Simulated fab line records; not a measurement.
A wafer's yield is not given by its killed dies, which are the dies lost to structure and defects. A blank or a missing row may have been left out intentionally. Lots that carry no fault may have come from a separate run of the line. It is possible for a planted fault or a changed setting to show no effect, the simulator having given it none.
Comparing a struck lot with a sound one -- flow n5-finfet -- 41 out of 1938 route steps
Sound: the wafers L185.2, L185.3, L185.6. Wafers struck: L190.2, L190.3, L190.6. At the end, the cause is stated.
At each step with rows: each side's tool, then ch and its chambers, then its first start. Under that, the readings that differ: sound wafers -- struck wafers -- difference of the means -- sigmas: that difference in standard deviations of wafers without a fault.
alike: readings with means less than 2 such deviations apart, plus words and numbers identical on both sides. not compared: withheld readings, readings lacking a value on some wafer, bounds such as >300 that could conceal the same value, and numbers that have no deviation in the record and whose values overlap.
A row with sigmas, a row that says differs or no value, or rows on one side alone: a step with any of these is where the two part. Numbers that don't overlap but have no deviation are shown without sigmas and don't part them. A reading missing from all wafers of one side parts the sides only when that side holds two or more wafers.

first, 9 steps without rows for these wafers: N5_BEOL_M4_ANNEAL_95 (time 240 s); N5_BEOL_M4_SPUTTER_96 (material Cu, target thk 4.5 nm, time 8.29 s); N5_BEOL_M4_ECD_50 (material Cu, target thk 300 nm); N5_BEOL_M4_ANNEAL_51 (time 90 s); N5_BEOL_M4_CMP_52 (polishes, stops on SiOC, t overpolish 6.8 s, target thk 40 nm); N5_BEOL_M4_PRE_CLEAN_60 (time 15 s); N5_BEOL_M4_CO_CAP_55 (material Co, precursor CCTBA/H2, target thk 2 nm, time 102.1 s); N5_BEOL_M4_PRE_CLEAN_56 (time 15 s); N5_BEOL_M4_DEP_57 (deposits SiCN from 3MS/NH3, target thk 8 nm, time 14 s).
N5_BEOL_M4_RC_MEAS_101:
  sound on prober-02 ch 0, day 10 07:04; struck on prober-02 ch 0, day 11 17:26
  alike: DIBL_N, DIBL_P, IOFF_N, IOFF_P, ION_N, ION_P, SS_N, SS_P, VT_N, VT_P
then, 24 steps without rows for these wafers: N5_BEOL_M5_ILD_DEP_00 (deposits SiCOH lowk from DEMS/porogen, target thk 140.64 nm, time 25.9 s); N5_BEOL_M5_CURE_79 (cures SiCOH lowk, time 240 s); N5_BEOL_M5_PECVD_70 (deposits SiO2 from TEOS/O2, target thk 16 nm, time 18 s); N5_BEOL_M5_HM_DEP_02 (deposits TiN, target thk 20 nm); N5_BEOL_M5_COAT_59 (time 60 s, resist thk 60 nm); N5_BEOL_M5_COAT_60 (time 60 s, resist thk 12 nm); N5_BEOL_M5_COAT_71 (time 60 s, resist thk 5 nm); N5_BEOL_M5_COAT_05 (resist thk 30 nm); N5_BEOL_M5_EBR_07; N5_BEOL_M5_SOFTBAKE_06 (time 60 s); N5_BEOL_M5_EXPOSE_08 (exposes mask M5, target cd 28 nm); N5_BEOL_M5_PEB_09 (peb time 60 s); N5_BEOL_M5_DEVELOP_10 (develop time 30 s); N5_BEOL_M5_DESCUM_16 (chemistry O2, time 7 s); N5_BEOL_M5_ETCH_72 (etches underlayer in N2/H2, target depth 6.5 nm, time 5.2 s); N5_BEOL_M5_ETCH_61 (etches SiARC in CF4, target depth 15.6 nm, time 26 s); N5_BEOL_M5_ETCH_62 (etches SOC in N2/H2, target depth 75 nm, overetch 15 nm, time 112.5 s); N5_BEOL_M5_STRIP_63 (strips in N2/H2); N5_BEOL_M5_STRIP_73 (strips in N2/H2); N5_BEOL_M5_STRIP_64 (strips in CF4); N5_BEOL_M5_HM_OPEN_17 (chemistry Cl2/BCl3, target TiN, target depth 20 nm, overetch 6 nm); N5_BEOL_M5_STRIP_19 (strips in O2); N5_BEOL_M5_COAT_65 (time 60 s, resist thk 60 nm); N5_BEOL_M5_COAT_66 (time 60 s, resist thk 12 nm).
-- a jump in the record: the struck wafers' starts before and after are 3 days apart (it breaks off in module BEOL_M5 and resumes in module BEOL_M11, where the first step shown is number 1556 of the route) --
N5_BEOL_M11_STRIP_67: strips in CF4.
  sound on rie-diel-06 ch 1,2, day 12 20:14; struck on rie-diel-06 ch 0,1, day 14 13:57
  no value came back on the struck wafers for any of 7 readings (bias-power-w (W), cf4-flow-sccm (sccm) and others); on the sound wafers bias-power-w (W) reads 74.94 74.92 75.21
reading,sound,struck,difference,sigmas
model.SiARC_of_BEOL_M11_COAT_60.thk-nm (nm),0 0 0,23.4 23.8 23.2,+23.5,
  not compared: rf-hours-counter-h
N5_BEOL_M11_STRIP_19: strips in O2.
  sound on rie-diel-01 ch 0,2, day 12 20:23; struck on rie-diel-06 ch 0,1, day 14 14:12
reading,sound,struck,difference,sigmas
oes-product-au (a.u.),0.76 0.69 0.69,0.84 0.84 0.85,+0.13,+2
model.SOC_of_BEOL_M11_COAT_59.thk-nm (nm),0 0 0,91.8 91.6 91.8,+91.7,
  alike: chamber-pressure-mTorr, drypump-motor-current-A, rf-vpp-V, showerhead-plenum-p-Torr, throttle-valve-pct
  not compared: rf-hours-counter-h
N5_BEOL_M11_ETCH_66: etches SOC in N2/H2, target depth 120 nm, overetch 24 nm, time 180 s.
  sound on rie-diel-06 ch 0,2,3, day 12 22:17; struck on rie-diel-06 ch 0,3, day 14 17:37
reading,sound,struck,difference,sigmas
oes-product-au (a.u.),0.70 0.60 0.58,0.84 0.72 0.72,+0.13,+3
model.etch.depth-nm (nm),100.1 99.83 100.2,141.8 139.8 140.6,+40.7,
  alike: drypump-motor-current-A, rf-vpp-V, showerhead-plenum-p-Torr, throttle-valve-pct
  not compared: rf-hours-counter-h
N5_BEOL_M11_VIA_ETCH_34: etches SiCOH lowk in C4F6/O2, target depth 184.5 nm, time 69.2 s.
  sound on rie-diel-06 ch 0,2,3, day 12 22:25; struck on rie-diel-06 ch 0,3, day 14 17:44
reading,sound,struck,difference,sigmas
oes-product-au (a.u.),0.86 0.73 0.72,0.31 0.28 0.28,-0.48,-7
  alike: drypump-motor-current-A, rf-vpp-V, showerhead-plenum-p-Torr, throttle-valve-pct
  not compared: rf-hours-counter-h
N5_BEOL_M11_ETCH_41: etches SiCN in CH3F/O2, target depth 42.6 nm, time 86 s.
  sound on rie-diel-06 ch 0,2,3; struck on rie-diel-06 ch 0,3
reading,sound,struck,difference,sigmas
model.SiARC_of_BEOL_M11_COAT_60.thk-nm (nm),0 0 0,11.2 11.6 11.4,+11.4,
  alike: drypump-motor-current-A, oes-product-au, rf-vpp-V, showerhead-plenum-p-Torr, throttle-valve-pct
  not compared: rf-hours-counter-h
N5_BEOL_M11_OCD_MEAS_38:
  sound on ocd-01 at day 12 22:42; struck on ocd-02 at day 14 18:02
reading,sound,struck,difference,sigmas
trench-depth-nm (nm),146 145 143,- - -,no value on the struck wafers,
-- record jumps: 2 days separate the struck wafers' starts on either side; left off in module BEOL_M11, taken up again in module PASSIVATION, whose first shown step is the route's number 1936 --
N5_PASSIVATION_PROBE_49:
  only the struck wafers here have rows in the record (prober-01, day 17 05:39); the sound ones have none

WHERE THEY PART
First at N5_BEOL_M11_STRIP_67; last, within this record, at N5_PASSIVATION_PROBE_49.

WHY: whatever the simulator had introduced
Entire step skipped (rie-diel-06, N5_BEOL_M11_STRIP_67), from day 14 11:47 onward. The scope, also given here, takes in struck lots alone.
